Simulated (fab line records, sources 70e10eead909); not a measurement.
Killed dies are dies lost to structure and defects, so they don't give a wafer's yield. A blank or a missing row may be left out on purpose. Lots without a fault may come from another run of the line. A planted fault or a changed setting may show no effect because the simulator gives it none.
fab line records | flow nand_harc
record lots=6 wafers=18 last_day=26
route steps=1159 shown THIN_TSV@1139 END@1159
lots that met no fault: from a run of the same line without faults
start_h: hours from the record's first day to the start of the lot's first wafer shown | wait_h: hours since the lot's step before | " the same as in the row above | L1.1+2: a row that stands for several wafers | - no value, or no start given | * or withheld: withheld | < > ~ a bound
route shown NAME@n: a module of which the file shows steps, and the number in the route of the first | usual: mean/standard deviation of fault-free wafers | same: alike in all rows | chamber/n: place in a boat | sites: the reading at each site | _std_site: their standard deviation | _edge_site: outer sites' mean less inner sites' | radius_mm: how far each site lies from the wafer's centre | mask NAME#n: copy n | behind: the tool/chamber that last shaped the wafer | hold: why the lot was held/for how many hours/how that ended | device: the transistor (n, p or np) that didn't switch | end of line: the same wafers' tests at the end of the route | a step without rows: its recipe alone | killed: dies lost to structure and defects at the first sort, not the wafer's yield | map: a wafer's dies, x killed, . not, _ none there
set.NAME: the setting as run; set.NAME@STEP: as run at that earlier step | model.NAME: the simulator's own value behind a step, which no gauge read
lots at some steps of the route; a table a step, a row a wafer
services: from which hour (start_h, from the record's first day; less than 0 if before it) a tool's chamber was out of use, for how many hours, and why
## steps
# step NHARC_THIN_TSV_PVD_24
# recipe target_thk_a=8000 power_w=withheld chamber_pressure_pa=withheld substrate_temp_c=withheld time_s=withheld gas=Ar material=Al
# step NHARC_THIN_TSV_DEHYDRATE_25
# recipe temp_c=150 time_s=120
# step NHARC_THIN_TSV_HMDS_26
# recipe time_s=30
# step NHARC_THIN_TSV_COAT_27
# recipe spin_rpm=*
# step NHARC_THIN_TSV_SOFTBAKE_28
# recipe temp_c=122 time_s=95
# step NHARC_THIN_TSV_EBR_29
# step NHARC_THIN_TSV_EXPOSE_30
# recipe na=0.55 dose_mj=11.47 mask_id=PAD
# step NHARC_THIN_TSV_PEB_31
# recipe peb_temp_c=118 peb_time_s=85
# step NHARC_THIN_TSV_DEVELOP_32
# recipe time_s=70
# step NHARC_THIN_TSV_CD_MEAS_33
# recipe target_cd_nm=5000 landing_energy_ev=500
# usual cd_nm=5000.3/1.8
# columns lot.wafer tool chamber start_h wait_h cd_nm
L547.2 cd_sem-02 0 456.46 - 4997.1
L547.4 " 0 " " 4998.2
L547.5 " 0 " " 5002.7
L550.1 cd_sem-02 0 478.05 - 5000.3
L550.3 " 0 " " 5000.4
L550.4 " 0 " " 4999.9
L559.1 cd_sem-03 0 560.14 - 5000.9
L559.4 " 0 " " 5001.4
L559.6 " 0 " " 4999.9
L564.1 cd_sem-03 0 570.26 - 4998.9
L564.3 " 0 " " 4999.5
L564.6 " 0 " " 5000.4
L558.3 cd_sem-02 0 590.21 - 4999.8
L558.4 " 0 " " 5001.4
L558.5 " 0 " " 5000.0
L569.1 cd_sem-01 0 597.44 - 5001.3
L569.4 " 0 " " 4998.4
L569.6 " 0 " " 5001.6
# step NHARC_THIN_TSV_HARDBAKE_34
# recipe temp_c=125 time_s=80
# step NHARC_THIN_TSV_DESCUM_35
# recipe time_s=3 o2_flow_sccm=200 ar_flow_sccm=0 bias_power_w=0 chemistry=O2
# usual drypump_motor_current_A=5.7/0.42 mfc_ar_sccm=0.007/0.01 o2_flow_sccm=200.1/0.63 oes_product_au=1.001/0.0096 rf_vpp_V=57.6/0.91 showerhead_plenum_p_Torr=1.88/0.063 throttle_valve_pct=11.311/0.0081
# same time_s=3
# columns lot.wafer tool chamber start_h wait_h drypump_motor_current_A mfc_ar_sccm o2_flow_sccm oes_product_au rf_hours_counter_h rf_vpp_V showerhead_plenum_p_Torr throttle_valve_pct
L547.2 rie_diel-10 1 456.62 - 5.3 0 200.3 0.982 6 57.1 1.87 11.315
L547.4 " 1 " " 5.3 0 200.0 0.991 - 56.8 1.87 11.304
L547.5 " 2 " " 6.1 0.009 198.8 1.012 - 58.3 1.93 11.300
L550.4 rie_diel-02 0 478.21 - 5.5 0 199.8 0.996 16 55.9 1.93 11.306
L550.1 " 1 " " 6.1 0 200.3 1.000 15 57.1 1.79 11.310
L550.3 " 2 " " 5.4 0 201.3 1.004 15 56.3 1.87 11.306
L559.4 rie_diel-01 0 560.30 - 6.3 0.013 200.0 1.019 3 58.6 1.92 11.318
L559.1 " 3 " " 5.6 0.034 200.2 0.997 3 58.2 1.80 11.315
L559.6 " 0 " " 6.3 0.013 200.8 1.003 - 57.3 1.92 11.317
L564.1 rie_diel-01 2 570.42 - 5.1 0.005 200.1 1.012 4 57.5 1.94 11.309
L564.3 " 3 " " 5.5 0.034 200.6 0.997 4 58.3 1.80 11.312
L564.6 " 2 " " 5.0 0.005 199.8 0.998 - 57.0 1.94 11.317
L558.3 rie_diel-02 0 590.40 - 5.5 0 200.5 1.000 9 58.2 1.93 11.311
L558.5 " 1 " " 6.1 0 198.8 0.991 - 58.1 1.79 11.318
L558.4 " 0 " " 5.5 0 200.4 0.996 - 58.2 1.93 11.305
L569.1 rie_diel-02 0 597.61 - 5.5 0 200.2 0.998 10 57.9 1.93 11.304
L569.4 " 2 " " 5.3 0 200.5 0.985 9 58.8 1.87 11.312
L569.6 " 3 " " 6.1 0.018 199.8 1.009 - 57.2 1.77 11.319
# step NHARC_THIN_TSV_ETCH_59
# recipe target_depth_a=8800 icp_w=900 bias_w=100 Cl2_flow_sccm=60 bcl3_flow_sccm=30 time_s=138.1 chemistry=Cl2/BCl3
# usual bcl3_flow_sccm=30.00/0.082 drypump_motor_current_A=5.7/0.41 oes_product_au=1.002/0.0092 run_length_s=159.5/0.34 throttle_valve_pct=22.266/0.0092
# columns lot.wafer tool chamber start_h wait_h bcl3_flow_sccm drypump_motor_current_A oes_product_au rf_hours_counter_h run_length_s throttle_valve_pct
L547.2 rie_metal-02 1 456.78 0.1 29.98 6.5 0.988 1.3 160.0 22.256
L547.4 " 0 " " 30.03 5.1 1.012 - 159.5 22.260
L547.5 " 1 " " 29.89 6.5 1.001 - 159.5 22.260
L550.1 rie_metal-03 0 478.37 0.1 30.03 5.5 1.004 0.5 159.2 22.256
L550.4 " 1 " " 30.00 5.7 1.009 - 159.0 22.270
L550.3 " 0 " " 30.02 5.5 1.008 - 159.4 22.281
L559.1 rie_metal-02 0 560.43 0.1 30.15 5.1 0.990 4.4 160.0 22.271
L559.4 " 1 " " 30.04 6.5 1.002 - 181.6 22.266
L559.6 " 1 " " 30.00 6.5 1.005 - 159.7 22.273
L564.1 rie_metal-03 0 570.55 0.1 29.86 5.5 1.015 3.8 159.2 22.262
L564.3 " 0 " " 29.91 5.6 1.013 - 159.3 22.275
L564.6 " 0 " " 29.92 5.5 1.008 - 159.5 22.278
L558.3 rie_metal-02 1 590.59 0.2 29.96 6.5 1.000 - 160.0 22.265
L558.4 " 0 " " 30.17 5.1 0.989 - 181.5 22.263
L558.5 " 0 " " 29.99 5.1 0.985 - 159.7 22.263
L569.1 rie_metal-03 0 597.74 0.1 30.08 5.5 1.004 4.8 159.5 22.248
L569.4 " 0 " " 30.09 5.5 0.996 - 159.4 22.252
L569.6 " 0 " " 30.11 5.5 1.007 - 159.4 22.274
# step NHARC_THIN_TSV_ETCH_36
# recipe target_depth_a=650 over_etch_frac=0.3 time_s=18.571 ion_energy_ev=150 chemistry=Cl2/BCl3
# usual drypump_motor_current_A=5.7/0.41 oes_product_au=1.003/0.011 run_length_s=40.0/0.36
# same time_s=18.571
# columns lot.wafer tool chamber start_h wait_h drypump_motor_current_A oes_product_au rf_hours_counter_h run_length_s
L547.2 rie_metal-02 0 457.04 0.2 5.1 0.999 1.4 39.6
L547.4 " 1 " " 6.5 0.992 - 40.0
L547.5 " 0 " " 5.1 1.002 - 39.6
L550.1 rie_metal-03 1 478.59 0.2 5.7 1.011 0.7 39.6
L550.3 " 1 " " 5.7 1.004 - 39.8
L550.4 " 0 " " 5.5 1.015 - 39.6
L559.1 rie_metal-02 1 560.69 0.2 6.5 0.991 4.6 39.8
L559.4 " 1 " " 6.5 1.003 - 39.9
L559.6 " 0 " " 5.1 0.996 - 39.9
L564.1 rie_metal-03 1 570.82 0.2 5.7 1.020 3.9 39.5
L564.3 " 0 " " 5.5 1.019 - 40.1
L564.6 " 0 " " 5.5 1.011 - 39.7
L558.3 rie_metal-02 1 590.79 0.2 6.5 1.001 - 40.0
L558.4 " 0 " " 5.1 0.993 - 39.8
L558.5 " 0 " " 5.1 0.983 - 39.8
L569.1 rie_metal-03 1 598.00 0.2 5.7 1.009 4.9 39.5
L569.4 " 1 " " 5.7 1.011 - 39.7
L569.6 " 0 " " 5.5 1.012 - 39.7
# step NHARC_END_SORT_01
# recipe temp_c=25
# usual defect_limited_yield=95.4/1.8 killed_at_array=27/12 killed_at_other=0.5/0.9 killed_at_periphery=3.7/2.7 killed_dies=31/12 killed_open=3.3/2 killed_short=2.0/1.4 sort_bin_2_pct=1.4/0.74 sort_bin_3_pct=0.25/0.2 sort_bin_4_pct=2.9/1.1 sort_n_pass=646/12 sort_rim_yield_pct=96.4/2.8 sort_yield_pct=95.4/1.8
# same gross_dies=677 sort_bin_5_pct[%]=0 sort_bin_6_pct[%]=0 sort_bin_7_pct[%]=0 sort_bin_8_pct[%]=0 sort_rim_n_gross=106.00
# columns lot.wafer tool chamber start_h wait_h defect_limited_yield[%] killed_at_array killed_at_other killed_at_periphery killed_dies killed_open killed_short sort_bin_2_pct[%] sort_bin_3_pct[%] sort_bin_4_pct[%] sort_n_pass sort_rim_yield_pct[%] sort_yield_pct[%]
L547.2 prober-01 0 488.69 2.8 94.8 30 0 5 35 5 1 1.2 0.15 3.8 642 98.1 94.8
L547.4 prober-01 0 490.30 3.4 95.7 23 0 6 29 3 2 1.2 0.30 2.8 648 96.2 95.7
L547.5 prober-01 0 491.10 3.7 96.5 19 1 4 24 4 0 1.0 0.30 2.2 653 100.0 96.5
L550.1 prober-01 0 495.72 2.5 95.0 29 3 2 34 6 2 1.3 0.30 3.4 643 98.1 95.0
L550.3 prober-01 0 497.35 3.1 94.5 29 5 3 37 2 5 2.1 0.59 2.8 640 96.2 94.5
L550.4 prober-01 0 498.16 3.4 96.8 20 0 2 22 4 2 0.7 0.30 2.2 655 97.2 96.8
L559.1 prober-01 0 570.87 2.5 95.0 34 0 0 34 4 1 1.6 0 3.4 643 98.1 95.0
L559.4 prober-01 0 573.23 3.4 94.8 27 2 6 35 3 3 1.2 0.44 3.5 642 99.1 94.8
L559.6 prober-01 0 574.80 3.9 95.3 30 0 2 32 4 1 1.3 0 3.4 645 100.0 95.3
L564.1 prober-02 0 578.53 2.5 94.1 37 0 3 40 4 4 2.4 0.30 3.2 637 94.3 94.1
L564.3 prober-02 0 580.11 3.1 94.2 33 0 6 39 4 3 1.0 0.44 4.3 638 89.6 94.2
L564.6 prober-02 0 582.49 4.0 92.9 42 0 6 48 5 2 1.9 0.30 4.9 629 96.2 92.9
L558.3 prober-01 0 603.53 3.1 97.0 18 0 2 20 0 4 0.9 0 2.1 657 97.2 97.0
L558.4 prober-01 0 604.33 3.4 97.2 16 2 1 19 0 4 0.3 0 2.5 658 98.1 97.2
L558.5 prober-01 0 605.13 3.7 96.9 19 0 2 21 3 3 0.9 0 2.2 656 97.2 96.9
L569.1 prober-02 0 609.83 2.5 94.5 34 0 3 37 5 0 1.6 0.74 3.1 640 92.5 94.5
L569.4 prober-02 0 612.26 3.4 93.9 36 0 5 41 6 2 1.9 0.15 4.0 636 88.7 93.9
L569.6 prober-02 0 613.87 4.0 93.6 39 0 4 43 3 4 1.9 0.59 3.8 634 92.5 93.6
# killed by level:class
L547.2 A_CHANNEL_HOLE_D1:chamber_film_flake=17 A_M0:geometric_particle:open=4 P_GATE:chamber_film_flake=4 A_STAIRCASE:chamber_film_flake=3 A_CONTACT:chamber_film_flake=3 A_CONTACT:geometric_particle:open=1 A_M0:geometric_particle:short=1 P_ZERO_WELL:chamber_film_flake=1
L547.4 A_CHANNEL_HOLE_D1:chamber_film_flake=12 A_M0:geometric_particle:open=2 P_ZERO_WELL:chamber_film_flake=2 P_STI:chamber_film_flake=2 P_GATE:chamber_film_flake=2 A_WL_FILL:chamber_film_flake=2 A_CONTACT:chamber_film_flake=2 A_WL_FILL:geometric_particle:short=1
L547.5 A_CHANNEL_HOLE_D1:chamber_film_flake=10 A_CONTACT:chamber_film_flake=4 A_STAIRCASE:chamber_film_flake=3 P_M0:geometric_particle:open=2 P_STI:chamber_film_flake=2 A_CONTACT:geometric_particle:open=1 A_M0:geometric_particle:open=1 THIN_TSV:chamber_film_flake=1
L550.1 A_CHANNEL_HOLE_D1:chamber_film_flake=12 A_CONTACT:chamber_film_flake=7 THIN_TSV:chamber_film_flake=3 A_CONTACT:geometric_particle:open=2 A_WL_FILL:chamber_film_flake=2 P_STI:geometric_particle:open=1 A_ONON_D1:geometric_particle:open=1 A_CHANNEL_FILL_D1:geometric_particle:short=1
L550.3 A_CHANNEL_HOLE_D1:chamber_film_flake=16 THIN_TSV:chamber_film_flake=4 A_ONON_D1:geometric_particle:short=3 P_M0:chamber_film_flake=2 A_STAIRCASE:chamber_film_flake=2 A_WL_FILL:chamber_film_flake=2 A_CONTACT:chamber_film_flake=2 A_BONDPAD:chamber_film_flake=2
L550.4 A_CHANNEL_HOLE_D1:chamber_film_flake=12 A_CONTACT:chamber_film_flake=2 P_M0:geometric_particle:open=1 A_ONON_D1:geometric_particle:short=1 A_WL_FILL:geometric_particle:short=1 A_CONTACT:geometric_particle:open=1 A_BLC:geometric_particle:open=1 A_BONDPAD:geometric_particle:open=1
L559.1 A_CHANNEL_HOLE_D1:chamber_film_flake=19 A_M0:chamber_film_flake=3 A_CHANNEL_FILL_D1:chamber_film_flake=2 A_CONTACT:chamber_film_flake=2 A_SOURCE_PLATE:geometric_particle:open=1 A_SGD_CUT:geometric_particle:open=1 A_SGD_CUT:geometric_particle:short=1 A_CONTACT:geometric_particle:open=1
L559.4 A_CHANNEL_HOLE_D1:chamber_film_flake=18 P_M1:chamber_film_flake=4 A_M0:chamber_film_flake=3 A_WL_FILL:geometric_particle:short=2 P_CONTACT:geometric_particle:open=1 P_M0:geometric_particle:open=1 A_BONDPAD:geometric_particle:short=1 STARTING-WAFER:geometric_particle:open=1
L559.6 A_CHANNEL_HOLE_D1:chamber_film_flake=22 A_CONTACT:geometric_particle:open=2 A_STAIRCASE:chamber_film_flake=2 P_GATE:geometric_particle:open=1 A_WL_FILL:geometric_particle:short=1 A_BLC:geometric_particle:open=1 P_M1:chamber_film_flake=1 A_CHANNEL_FILL_D1:chamber_film_flake=1
L564.1 A_SLIT:chamber_film_flake=15 A_CHANNEL_HOLE_D1:chamber_film_flake=8 A_M0:chamber_film_flake=3 A_CONTACT:geometric_particle:open=2 A_CONTACT:geometric_particle:short=2 P_M1:chamber_film_flake=2 A_ZERO_WELL:chamber_film_flake=2 A_CONTACT:chamber_film_flake=2
L564.3 A_SLIT:chamber_film_flake=13 A_CONTACT:chamber_film_flake=8 A_STAIRCASE:chamber_film_flake=4 A_CHANNEL_HOLE_D1:chamber_film_flake=3 P_GATE:geometric_particle:open=2 P_M1:chamber_film_flake=2 P_CONTACT:geometric_particle:open=1 A_CHANNEL_FILL_D1:geometric_particle:short=1
L564.6 A_SLIT:chamber_film_flake=14 A_CHANNEL_HOLE_D1:chamber_film_flake=9 A_CONTACT:chamber_film_flake=7 P_M1:chamber_film_flake=5 A_STAIRCASE:chamber_film_flake=5 A_ONON_D1:geometric_particle:open=2 P_STI:geometric_particle:open=1 A_CHANNEL_FILL_D1:geometric_particle:short=1
L558.3 A_CONTACT:chamber_film_flake=6 A_STAIRCASE:chamber_film_flake=5 A_CHANNEL_HOLE_D1:chamber_film_flake=4 P_M0:geometric_particle:short=2 A_SOURCE_PLATE:geometric_particle:short=1 A_WL_FILL:geometric_particle:short=1 A_WL_FILL:chamber_film_flake=1
L558.4 A_CONTACT:chamber_film_flake=7 A_CHANNEL_HOLE_D1:chamber_film_flake=3 STARTING-WAFER:geometric_particle:short=2 A_STAIRCASE:chamber_film_flake=2 A_WL_FILL:geometric_particle:short=1 A_CONTACT:geometric_particle:short=1 P_GATE:chamber_film_flake=1 A_ZERO_WELL:chamber_film_flake=1
L558.5 A_CONTACT:chamber_film_flake=6 A_CHANNEL_HOLE_D1:chamber_film_flake=4 A_STAIRCASE:chamber_film_flake=3 A_M0:geometric_particle:open=2 A_CHANNEL_FILL_D1:chamber_film_flake=2 P_M0:geometric_particle:short=1 P_M2:geometric_particle:open=1 A_ONON_D1:geometric_particle:short=1
L569.1 A_SLIT:chamber_film_flake=16 A_CHANNEL_HOLE_D1:chamber_film_flake=11 A_STAIRCASE:chamber_film_flake=3 P_CONTACT:geometric_particle:open=1 A_WL_FILL:geometric_particle:open=1 A_CONTACT:geometric_particle:open=1 A_BLC:geometric_particle:open=1 A_M0:geometric_particle:open=1
L569.4 A_SLIT:chamber_film_flake=12 A_CHANNEL_HOLE_D1:chamber_film_flake=11 A_STAIRCASE:chamber_film_flake=4 P_STI:chamber_film_flake=3 A_SGD_CUT:geometric_particle:open=2 A_SGD_CUT:geometric_particle:short=2 A_CONTACT:chamber_film_flake=2 P_M2:geometric_particle:open=1
L569.6 A_SLIT:chamber_film_flake=22 A_CHANNEL_HOLE_D1:chamber_film_flake=9 P_M0:geometric_particle:open=2 A_BLC:geometric_particle:short=2 A_CONTACT:chamber_film_flake=2 A_SOURCE_PLATE:geometric_particle:short=1 A_ONON_D1:geometric_particle:short=1 P_M1:chamber_film_flake=1
## services
# columns tool chamber start_h hours kind
rie_diel-02 0 435.34 - clean
rie_diel-02 1 435.34 - clean
rie_diel-02 2 435.34 - clean
rie_diel-01 3 435.57 9.0 repair
rie_metal-03 - 453.00 9.0 pm
rie_metal-03 0 453.00 9.0 vent_cycle
rie_metal-03 1 453.00 9.0 vent_cycle
rie_diel-10 0 456.52 8.1 repair
rie_metal-03 0 462.00 - clean
rie_metal-03 1 462.00 - clean
rie_diel-10 - 473.57 0.6 repair
rie_diel-01 0 476.86 2.6 repair
rie_diel-01 - 491.80 9.0 pm
rie_diel-02 - 505.34 9.0 pm
rie_diel-01 - 515.22 0.3 repair
rie_diel-10 - 530.50 9.0 pm
rie_metal-02 - 565.00 9.0 pm
rie_metal-02 0 565.00 9.0 vent_cycle
rie_metal-02 1 565.00 9.0 vent_cycle
rie_diel-10 0 567.42 21.3 repair
rie_metal-02 0 574.00 - clean
rie_metal-02 1 574.00 - clean
rie_diel-02 2 588.56 3.2 repair
rie_diel-01 3 592.46 4.3 repair
## key
first_sign step=NHARC_THIN_TSV_ETCH_59 reading=run_length_s direction=up sigmas=65 usual=* struck=*
effect none on later readings
met_at NHARC_THIN_TSV_ETCH_59
struck_wafers L558.4,L559.4
onset_between 456.78 560.43
fault kind=process_parameter_drift tool=rie_metal-02 chamber=- onset_h=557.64 steps=NHARC_THIN_TSV_ETCH_59 channel=time_s offset=* shape=step end_h=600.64 scope=struck_wafers_only acts_in=* stated=*
